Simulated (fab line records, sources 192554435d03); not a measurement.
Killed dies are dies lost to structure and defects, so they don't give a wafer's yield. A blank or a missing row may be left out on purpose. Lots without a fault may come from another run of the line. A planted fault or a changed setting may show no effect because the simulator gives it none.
fab line records | flow n5_finfet
record lots=10 wafers=29 last_day=17
route steps=1938 shown BEOL_M4@1108 BEOL_M5@1131 PASSIVATION@1936
lots that met no fault: from a run of the same line without faults
start_h: hours from the record's first day to the start of the lot's first wafer shown | wait_h: hours since the lot's step before | " the same as in the row above | L1.1+2: a row that stands for several wafers | - no value, or no start given | * or withheld: withheld | < > ~ a bound
route shown NAME@n: a module of which the file shows steps, and the number in the route of the first | usual: mean/standard deviation of fault-free wafers | same: alike in all rows | chamber/n: place in a boat | sites: the reading at each site | _std_site: their standard deviation | _edge_site: outer sites' mean less inner sites' | radius_mm: how far each site lies from the wafer's centre | mask NAME#n: copy n | behind: the tool/chamber that last shaped the wafer | hold: why the lot was held/for how many hours/how that ended | device: the transistor (n, p or np) that didn't switch | end of line: the same wafers' tests at the end of the route | a step without rows: its recipe alone | killed: dies lost to structure and defects at the first sort, not the wafer's yield | map: a wafer's dies, x killed, . not, _ none there
set.NAME: the setting as run; set.NAME@STEP: as run at that earlier step | model.NAME: the simulator's own value behind a step, which no gauge read
steps of the route over a sample of lots; a table a step, a row a wafer
services: from which hour (start_h, from the record's first day; less than 0 if before it) a tool's chamber was out of use, for how many hours, and why
## steps
# step N5_BEOL_M4_DEP_57
# recipe material=SiCN target_thk_a=80 temp_c=withheld precursor=3MS/NH3 pressure_torr=3 rf_w=202 time_s=14
# usual showerhead_plenum_p_Torr=3.662/0.012 throttle_valve_pct=9.2/0.52
# columns lot.wafer tool chamber start_h wait_h showerhead_plenum_p_Torr since_wet_clean_h throttle_valve_pct
L262.3 pecvd-02 2 176.08 0.0 3.653 - 9.6
L262.5 " 2 " " 3.648 - 9.8
L262.6 " 1 " " 3.666 - 9.6
L263.2 pecvd-01 1 191.75 0.0 3.675 1621 9.1
L263.3 " 2 " " 3.652 117 8.6
L263.4 " 2 " " 3.660 - 8.8
L264.2 pecvd-02 0 195.78 0.0 3.660 718 8.5
L264.3 " 1 " " 3.672 1443 9.5
L264.4 " 2 " " 3.654 - 10.1
L267.3 pecvd-02 0 213.65 0.0 3.675 - 8.4
L267.4 " 1 " " 3.676 - 9.4
L267.6 " 0 " " 3.663 - 8.6
L268.1 pecvd-04 0 214.26 0.0 3.643 1281 9.8
L268.2 " 2 " " 3.652 491 8.6
L268.3 " 1 " " 3.685 2006 9.5
L270.2 pecvd-04 1 221.16 0.0 3.678 2013 9.5
L270.3 " 0 " " 3.642 1288 9.7
L270.4 " 0 " " 3.651 - 9.9
L272.1 pecvd-04 1 245.91 0.0 3.669 2037 9.6
L272.6 " 1 " " 3.670 - 9.3
L276.1 pecvd-02 0 275.88 0.0 3.662 799 8.5
L276.3 " 1 " " 3.677 1524 9.8
L276.5 " 0 " " 3.659 - 8.5
L277.2 pecvd-04 0 279.06 0.0 3.649 1345 9.7
L277.4 " 2 " " 3.658 - 8.6
L277.6 " 1 " " 3.677 - 9.6
L283.3 pecvd-04 0 306.47 0.0 3.656 1373 9.9
L283.5 " 1 " " 3.671 - 9.5
L283.6 " 2 " " 3.652 - 8.5
# step N5_BEOL_M5_ETCH_61
# recipe chemistry=CF4 target=SiARC target_depth_a=156 mask_material=CAR-EUV time_s=26 ion_energy_ev=80 pressure_mtorr=40 source_w=545 bias_w=36 Ar_flow_sccm=100 cf4_flow_sccm=100 ends=cleared
# usual drypump_motor_current_A=5.9/0.47 etch_rf_on_time_s=26.4/0.92 mfc_ar_sccm=100.00/0.29 oes_product_au=0.70/0.081 rf_vpp_V=184.0/1.1 showerhead_plenum_p_Torr=2.14/0.057 throttle_valve_pct=15.56/0.29
# columns lot.wafer tool chamber start_h wait_h drypump_motor_current_A etch_rf_on_time_s mfc_ar_sccm oes_product_au rf_hours_counter_h rf_vpp_V showerhead_plenum_p_Torr throttle_valve_pct
L262.3 rie_diel-02 1 178.82 0.0 6.6 27.2 99.88 0.67 92 184.3 2.16 15.40
L262.5 " 3 " " 5.3 25.7 100.43 0.73 - 182.5 2.10 15.42
L262.6 " 0 " " 6.3 27.0 99.73 0.58 - 184.5 2.22 15.56
L263.2 rie_diel-03 1 194.55 0.0 5.6 25.6 99.90 0.63 180 182.0 2.06 16.01
L263.3 " 2 " " 6.6 26.7 100.16 0.79 16 184.8 2.18 15.36
L263.4 " 0 " " 6.2 26.2 99.87 0.83 7 183.7 2.08 14.97
L264.2 rie_diel-02 0 198.95 0.0 6.3 26.8 99.63 0.58 218 185.6 2.22 15.57
L264.3 " 1 " " 6.6 27.3 99.78 0.67 99 184.4 2.16 15.42
L264.4 " 3 " " 5.3 26.0 100.05 0.72 58 182.0 2.09 15.43
L267.3 rie_diel-02 0 217.64 0.0 6.3 26.6 99.51 0.58 224 184.7 2.22 15.58
L267.4 " 2 " " 6.1 25.8 99.90 0.82 6 185.3 2.11 15.50
L267.6 " 1 " " 6.6 16.1 100.29 0.92 - 183.9 2.16 15.43
L268.1 rie_diel-02 2 217.97 0.0 6.1 15.1 100.23 1.15 6 183.6 2.11 15.52
L268.2 " 1 " " 6.6 27.0 99.96 0.66 103 183.6 2.16 15.43
L268.3 " 3 " " 5.3 25.8 99.83 0.72 64 183.4 2.09 15.44
L270.2 rie_diel-06 1 223.62 0.0 5.5 24.5 100.30 0.79 23 184.1 2.10 15.38
L270.3 " 3 " " 5.4 26.5 99.57 0.73 49 185.2 2.26 15.31
L270.4 " 0 " " 6.0 24.9 99.70 0.71 93 185.7 2.17 15.81
L272.1 rie_diel-02 1 249.09 0.0 6.6 16.4 99.96 0.89 112 184.7 2.16 15.45
L272.6 " 2 " " 6.1 15.4 99.47 1.10 - 182.5 2.11 15.54
L276.1 rie_diel-03 2 279.32 0.0 6.6 26.5 99.87 0.74 42 185.0 2.18 15.41
L276.3 " 0 " " 6.2 25.9 100.17 0.76 32 184.5 2.07 15.02
L276.5 " 2 " " 6.6 26.6 99.95 0.74 - 185.1 2.18 15.41
L277.2 rie_diel-06 0 282.50 0.0 6.1 24.8 100.04 0.69 109 184.1 2.16 15.84
L277.4 " 1 " " 5.4 24.6 100.25 0.78 37 184.6 2.10 15.40
L277.6 " 0 " " 6.0 24.8 99.64 0.69 - 186.0 2.17 15.84
L283.3 rie_diel-02 1 310.82 0.0 6.6 27.1 99.90 0.64 131 185.3 2.15 15.49
L283.5 " 1 " " 6.6 27.0 100.27 0.65 - 183.9 2.15 15.48
L283.6 " 3 " " 5.2 26.0 99.96 0.69 - 182.7 2.08 15.51
# step N5_BEOL_M5_STRIP_64
# recipe chemistry=CF4 resist=SiARC power_w=300 bias_power_w=75 pressure_mtorr=50 cf4_flow_sccm=150 rf_frequency_hz=6e+07
# usual drypump_motor_current_A=5.9/0.47 oes_product_au=0.81/0.087 rf_vpp_V=271.0/1.4 showerhead_plenum_p_Torr=1.80/0.046 throttle_valve_pct=13.5/0.32
# columns lot.wafer tool chamber start_h wait_h drypump_motor_current_A oes_product_au rf_hours_counter_h rf_vpp_V showerhead_plenum_p_Torr throttle_valve_pct
L262.3 rie_diel-02 1 178.98 0.0 6.6 0.80 92 273.0 1.82 13.4
L262.5 " 3 " " 5.2 0.83 - 270.5 1.76 13.4
L262.6 " 0 " " 6.3 0.68 - 273.2 1.87 13.6
L263.2 rie_diel-03 1 194.70 0.0 5.7 0.73 180 269.7 1.74 14.0
L263.3 " 2 " " 6.6 0.92 16 272.7 1.83 13.3
L263.4 " 0 " " 6.2 0.95 7 270.7 1.74 12.9
L264.2 rie_diel-02 0 199.10 0.0 6.2 0.68 218 271.9 1.87 13.6
L264.3 " 1 " " 6.6 0.80 99 271.6 1.82 13.4
L264.4 " 3 " " 5.2 0.83 58 269.0 1.76 13.4
L267.3 rie_diel-02 0 217.80 0.0 6.3 0.67 224 274.1 1.86 13.6
L267.4 " 2 " " 6.1 0.94 6 269.4 1.77 13.4
L267.6 " 1 " " 6.6 0.79 - 271.2 1.82 13.4
L268.1 rie_diel-02 2 218.13 0.0 6.1 0.94 6 270.7 1.77 13.4
L268.2 " 1 " " 6.6 0.79 103 272.2 1.81 13.4
L268.3 " 3 " " 5.3 0.81 64 270.3 1.76 13.4
L270.2 rie_diel-06 1 223.78 0.0 5.5 0.90 23 269.4 1.76 13.3
L270.3 " 3 " " 5.4 0.85 49 273.6 1.88 13.3
L270.4 " 0 " " 6.0 0.81 93 270.2 1.82 13.7
L272.1 rie_diel-02 1 249.25 0.0 6.7 0.78 112 271.4 1.81 13.5
L272.6 " 2 " " 6.1 0.91 - 270.3 1.77 13.5
L276.1 rie_diel-03 2 279.47 0.0 6.6 0.87 42 270.1 1.82 13.4
L276.3 " 0 " " 6.2 0.89 32 270.5 1.73 13.0
L276.5 " 2 " " 6.6 0.87 - 270.7 1.82 13.4
L277.2 rie_diel-06 0 282.66 0.0 6.1 0.79 110 271.2 1.81 13.8
L277.4 " 1 " " 5.5 0.87 38 270.6 1.76 13.4
L277.6 " 0 " " 6.0 0.78 - 270.4 1.81 13.8
L283.3 rie_diel-02 1 310.97 0.0 6.6 0.76 132 270.2 1.81 13.5
L283.5 " 1 " " 6.6 0.76 - 270.0 1.81 13.5
L283.6 " 3 " " 5.3 0.78 - 270.2 1.75 13.5
# step N5_BEOL_M5_STRIP_19
# recipe chemistry=O2 power_w=400 temp_c=40 pressure_mtorr=30 rf_frequency_hz=6e+07 bias_power_w=0 overash_fraction=0.2 o2_flow_sccm=225
# usual drypump_motor_current_A=5.8/0.47 oes_product_au=0.83/0.089 rf_vpp_V=3.7/0.51 showerhead_plenum_p_Torr=2.11/0.067 temp_c=40.00/0.12 throttle_valve_pct=16.64/0.24
# columns lot.wafer tool chamber start_h wait_h drypump_motor_current_A oes_product_au rf_hours_counter_h rf_vpp_V showerhead_plenum_p_Torr temp_c throttle_valve_pct
L262.3 rie_diel-06 2 179.13 0.1 5.3 0.75 162 3.6 2.09 40.14 16.96
L262.5 " 1 " " 5.5 0.95 - 2.9 2.05 39.81 16.39
L262.6 " 2 " " 5.4 0.75 - 3.4 2.09 40.16 16.96
L263.2 rie_diel-06 2 194.86 0.1 5.4 0.74 167 3.8 2.09 40.24 16.97
L263.3 " 1 " " 5.5 0.96 14 4.3 2.05 39.88 16.41
L263.4 " 3 " " 5.4 0.90 40 3.1 2.24 40.00 16.46
L264.2 rie_diel-02 0 199.25 0.1 6.3 0.69 218 4.1 2.17 40.03 16.53
L264.3 " 2 " " 6.2 1.00 2 3.6 2.06 40.13 16.52
L264.4 " 3 " " 5.2 0.84 58 3.2 2.04 39.90 16.42
L267.3 rie_diel-06 1 217.97 0.1 5.5 0.93 21 4.0 2.05 40.06 16.41
L267.4 " 2 " " 5.4 0.75 173 3.0 2.09 40.10 16.97
L267.6 " 0 " " 6.0 0.83 - 4.0 2.14 39.95 16.93
L268.1 rie_diel-06 3 218.30 0.1 5.4 0.89 47 2.7 2.23 40.02 16.47
L268.2 " 2 " " 5.4 0.74 173 3.1 2.09 40.12 16.99
L268.3 " 0 " " 6.0 0.82 91 3.9 2.14 39.98 16.93
L270.2 rie_diel-06 2 223.93 0.1 5.4 0.75 175 4.4 2.09 39.95 16.99
L270.3 " 0 " " 6.1 0.82 93 3.3 2.14 39.79 16.93
L270.4 " 1 " " 5.5 0.94 23 3.2 2.05 39.95 16.43
L272.1 rie_diel-06 1 249.40 0.1 5.5 0.92 29 3.9 2.05 39.83 16.43
L272.6 " 3 " " 5.4 0.87 - 3.4 2.23 39.96 16.49
L276.1 rie_diel-02 3 279.63 0.1 5.3 0.82 83 4.3 2.03 39.93 16.47
L276.3 " 2 " " 6.2 0.91 25 4.1 2.05 39.95 16.57
L276.5 " 0 " " 6.3 0.68 - 4.9 2.16 39.84 16.58
L277.2 rie_diel-02 1 282.81 0.1 6.6 0.77 122 2.9 2.11 40.03 16.54
L277.4 " 2 " " 6.1 0.91 26 3.1 2.05 40.11 16.58
L277.6 " 1 " " 6.6 0.77 - 3.3 2.11 40.02 16.54
L283.3 rie_diel-03 2 311.21 0.1 6.6 0.87 53 3.9 2.14 40.11 16.55
L283.5 " 0 " " 6.2 0.90 - 3.6 2.04 40.17 16.21
L283.6 " 1 " " 5.7 0.72 - 4.1 1.98 39.95 16.99
# step N5_PASSIVATION_PROBE_49
# usual defect_limited_yield=91.1/1.6 killed_at_M0_to_M3=35/11 killed_at_M4_up=13/5.4 killed_at_contacts=13/6.5 killed_at_front_end=40/14 killed_at_other=4/3.1 killed_dies=105/18 killed_open=69/14 killed_short=34/7.3 sort_bin_5_function=5.2/0.96 sort_bin_6_memory=3.4/0.77 sort_bin_8_speed=0.02/0.13 sort_n_pass=1075/19
# same gross_dies=1180 killed_at_back_side=0 sort_bin_4_leakage[%]=0
# columns lot.wafer tool chamber start_h wait_h defect_limited_yield[%] killed_at_M0_to_M3 killed_at_M4_up killed_at_contacts killed_at_front_end killed_at_other killed_dies killed_open killed_short sort_bin_5_function[%] sort_bin_6_memory[%] sort_bin_8_speed[%] sort_n_pass
L268.2 prober-02 - 313.56 0.1 91.1 39 4 6 51 5 105 67 35 4.9 3.6 0 1075
# killed by level:class
L268.2 BEOL_M0_SAQP:geometric_particle:open=14 STI_FIN_REVEAL:geometric_particle:open=12 FIN_SAQP:geometric_particle:open=10 BEOL_M0_SAQP:geometric_particle:short=10 FIN_SAQP:geometric_particle:short=8 GATE_CUT:geometric_particle:short=8 BEOL_M3:geometric_particle:open=7 MOL_CONTACT_COAG:geometric_particle:open=5
## services
# columns tool chamber start_h hours kind
pecvd-02 - 153.19 2.8 pm
rie_diel-03 0 154.19 - clean
rie_diel-03 0 154.19 - consumable_replace:focus_ring
rie_diel-03 0 154.19 17.6 scheduled_down
rie_diel-03 0 154.19 17.6 vent_cycle
rie_diel-02 2 172.46 - clean
rie_diel-02 2 172.46 - consumable_replace:focus_ring
rie_diel-02 2 172.46 20.7 scheduled_down
rie_diel-02 2 172.46 20.7 vent_cycle
pecvd-02 0 174.57 9.4 repair
pecvd-04 0 180.42 6.5 repair
pecvd-02 - 195.94 0.3 repair
pecvd-01 - 203.80 6.0 pm
pecvd-04 - 204.84 5.5 pm
rie_diel-06 1 268.83 5.7 repair
pecvd-02 2 283.41 20.6 repair
rie_diel-03 0 288.35 3.7 repair
rie_diel-03 3 298.09 - clean
rie_diel-03 3 298.09 - consumable_replace:focus_ring
rie_diel-03 3 298.09 12.6 scheduled_down
rie_diel-02 0 307.50 - clean
rie_diel-02 0 307.50 - consumable_replace:focus_ring
rie_diel-02 0 307.50 16.1 scheduled_down
rie_diel-02 0 307.50 16.1 vent_cycle
## key
first_sign step=N5_BEOL_M5_ETCH_61 reading=etch_rf_on_time_s direction=down sigmas=12 usual=* struck=*
effect step=N5_BEOL_M5_ETCH_61 reading=oes_product_au direction=up sigmas=3.9 usual=0.70 struck=1.01
met_at N5_BEOL_M5_ETCH_61
struck_lots L267,L268,L272
struck_wafers L267.6,L268.1,L272.1,L272.6
not_acting_at N5_BEOL_M4_DEP_57,N5_BEOL_M5_STRIP_64,N5_BEOL_M5_STRIP_19
onset_between 198.95 217.64
fault kind=process_parameter_drift tool=rie_diel-02 chamber=- onset_h=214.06 steps=N5_BEOL_M5_ETCH_61 channel=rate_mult offset=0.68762 shape=step end_h=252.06 scope=struck_wafers_only
